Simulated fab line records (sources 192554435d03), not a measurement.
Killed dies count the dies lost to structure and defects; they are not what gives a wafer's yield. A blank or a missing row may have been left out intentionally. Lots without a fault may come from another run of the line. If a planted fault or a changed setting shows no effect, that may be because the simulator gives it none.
Comparing a struck lot with a sound one :: flow n5_finfet :: 35 steps out of a route of 1938
Sound: these wafers, L404.1, L404.3, L404.5. Struck: wafers L414.2, L414.3, L414.4. The cause is given at the end.
At each step with rows: each side's tool, then ch and its chambers, then its first start. Under that, the readings that differ: sound wafers :: struck wafers :: difference of the means :: sigmas: that difference in standard deviations of wafers without a fault.
alike: same words and numbers on both sides, and readings whose means sit less than 2 such deviations apart. not compared: any withheld reading, any reading some wafer has no value for, any bound like >300 that may hide the same value, and any number with overlapping values for which the record gives no deviation.
A row with sigmas, a row that says differs or no value, or rows on one side alone: a step with any of these is where the two part. Non-overlapping numbers with no deviation appear without sigmas and do not part them. A reading that every wafer of one side lacks parts them only if that side has two wafers or more.

first, 12 steps without rows for these wafers: N5_BEOL_M15_STRIP_62 (strips in O2); N5_BEOL_M15_STRIP_37 (strips in O2); N5_BEOL_M15_ETCH_38 (etches SiCN in CF4/N2, target depth 106.4 nm, time 120.5 s); N5_BEOL_M15_PRECLEAN_39 (cleans in residue remover, time 60 s); N5_BEOL_M15_SRD_40 (time 30 s, dry time 30 s); N5_BEOL_M15_DEGAS_41 (time 60 s); N5_BEOL_M15_PRE_CLEAN_42 (time 30 s); N5_BEOL_M15_SPUTTER_43 (material TaN, target thk 15 nm, time 24.19 s); N5_BEOL_M15_SPUTTER_44 (material Ta, target thk 15 nm, time 24.19 s); N5_BEOL_M15_SPUTTER_45 (material Cu, target thk 100 nm, time 16.67 s); N5_BEOL_M15_ECD_47 (material Cu, target thk 1860 nm); N5_BEOL_M15_ANNEAL_48 (time 90 s).
N5_BEOL_M15_CMP_49: polishes, stops on SiO2, t overpolish 4.9 s, target thk 850 nm.
  sound on cmp-02 ch 1,2,3, day 13 13:54; struck on cmp-02 ch 0,1,3, day 16 05:07
  alike: barrier_field_endpoint_s, motor_current_A, overpolish_run_s
then, 2 steps without rows for these wafers: N5_BEOL_M15_PRE_CLEAN_52 (time 15 s); N5_BEOL_M15_DEP_53 (deposits SiCN from 3MS/NH3, target thk 50 nm, time 17.8 s).
N5_BEOL_M15_INSPECT_55: inspects for defects (darkfield).
  sound: defect_inspect-01 at day 13 14:16; struck: defect_inspect-02 at day 16 05:34
reading: raw_defect_count
sound: 125 136 140
struck: 834 930 918
difference: +760
sigmas: +33
then, 16 steps without rows for these wafers: N5_PASSIVATION_PECVD_00 (deposits SiO2 from SiH4/N2O, target thk 200 nm, time 11.2 s); N5_MIM_BOT_DEGAS_01 (time 60 s); N5_MIM_BOT_SPUTTER_00 (material TiN, target thk 35 nm, time 89.7 s); N5_MIM_TOP_ALD_00 (deposits Al2O3, purge time 3 s, co reactant pulse time 3 s); N5_MIM_TOP_ALD_01 (deposits HfO2, target thk 5.6 nm, pulse time 1 s, purge time 3 s); N5_MIM_TOP_ALD_02 (deposits Al2O3, purge time 3 s, co reactant pulse time 3 s); N5_MIM_TOP_DEGAS_04 (time 60 s); N5_MIM_TOP_SPUTTER_03 (material TiN, target thk 35 nm, time 89.7 s); N5_MIM_TOP_LITHO_HMDS_01 (time 60 s); N5_MIM_TOP_LITHO_COAT_02; N5_MIM_TOP_LITHO_EBR_04; N5_MIM_TOP_LITHO_SOFTBAKE_03 (time 90 s); N5_MIM_TOP_LITHO_EXPOSE_05 (exposes mask MIM TOP, target cd 2000 nm); N5_MIM_TOP_LITHO_PEB_06; N5_MIM_TOP_LITHO_DEVELOP_07 (develop time 60 s); N5_MIM_TOP_LITHO_HARDBAKE_09 (time 120 s).
N5_MIM_TOP_LITHO_INSPECT_12: inspects for defects (macro).
  sound: defect_inspect-01 at day 13 19:20; struck: defect_inspect-01 at day 16 09:23
reading: raw_defect_count
sound: 0 2 0
struck: >300 >300 >300
difference: differs
sigmas: 
then, 1 step without rows for these wafers: N5_MIM_TOP_LITHO_DESCUM_10 (chemistry O2, time 7.9 s).
N5_PASSIVATION_PROBE_49:
  sound: prober-01 at day 14 06:25; struck: prober-02 at day 16 19:14
reading: defect_limited_yield (%)
sound: 93.1 91.8 89.3
struck: 46.1 43.4 44.1
difference: -46.9
sigmas: -31

reading: killed_at_M4_up
sound: 13 8 15
struck: 567 602 602
difference: +578
sigmas: +99 or more

reading: killed_dies
sound: 81 97 126
struck: 636 668 660
difference: +553
sigmas: +33

reading: killed_on_rim
sound: 13 14 19
struck: 84 74 83
difference: +65
sigmas: +16

reading: sort_bin_5_function (%)
sound: 4.2 5.1 6.3
struck: 34.7 37.6 35.9
difference: +30.9
sigmas: +32

reading: sort_bin_6_memory (%)
sound: 2.5 2.9 4.1
struck: 15.6 15.6 16.0
difference: +12.6
sigmas: +18

reading: sort_n_pass
sound: 1099 1083 1054
struck: 544 512 520
difference: -553
sigmas: -33

reading: sort_yield_pct (%)
sound: 93.1 91.8 89.3
struck: 46.1 43.4 44.1
difference: -46.9
sigmas: -31
  alike: killed_at_M0_to_M3, killed_at_contacts, killed_at_front_end, killed_at_other, killed_open, killed_short

== WHERE THEY PART ==
At N5_BEOL_M15_INSPECT_55 first; at N5_PASSIVATION_PROBE_49 last (within this record only).

WHY: whatever the simulator had introduced
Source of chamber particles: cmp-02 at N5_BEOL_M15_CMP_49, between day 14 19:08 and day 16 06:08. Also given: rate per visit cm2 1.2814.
